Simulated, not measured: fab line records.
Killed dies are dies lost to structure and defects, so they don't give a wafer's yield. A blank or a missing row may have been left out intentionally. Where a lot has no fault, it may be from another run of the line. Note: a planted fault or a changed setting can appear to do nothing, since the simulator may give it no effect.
Matching of chambers | flow n5 finfet | 3 sister chambers for N5_BEOL_M2_DEP_57 on pecvd-01
The step deposits SiCN from 3MS/NH3, target thk 8 nm, time 14 s. 3 wafers are shown with their chamber, then 8 later ones without.

WAFERS, EACH WITH ITS CHAMBER
wafer  | chamber | throttle valve pct (%)
L087.1 | 2       | 8.9
L089.6 | 1       | 9.9
L090.3 | 0       | 9.3

WAFERS WITH NO CHAMBER GIVEN
wafer  | throttle valve pct (%)
L090.4 | 9.0
L090.6 | 8.9
L094.1 | 9.8
L094.4 | 9.4
L094.6 | 9.6
L095.1 | 9.3
L095.4 | 9.3
L095.5 | 9.3

CHAMBER TAKEN BY EACH
wafer  | from the rows above     | in truth
L090.4 | can't be placed: 2 or 0 | 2
L090.6 | 2                       | 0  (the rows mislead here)
L094.1 | 1                       | 1
L094.4 | 0                       | 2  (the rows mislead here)
L094.6 | can't be placed: 0 or 1 | 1
L095.1 | 0                       | 0
L095.4 | 0                       | 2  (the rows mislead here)
L095.5 | 0                       | 0
Correct placement for 3 of the 8. These rows do not allow placing 2 (true chamber among the candidates in 2). Number placed wrongly: 3.
How it was worked out, from the rows above alone: a wafer's distance from a chamber is the root of the sum, over the readings, of the square of ((its reading less the chamber's mean) divided by the reading's scatter). If the next closest chamber is less than 2 further off than the closest, the wafer can't be placed; otherwise it belongs to the closest. The mean given for a chamber averages the wafers shown for that chamber. The scatter: root of mean squared gap, hidden wafer to nearest shown wafer, with one shown wafer a chamber.
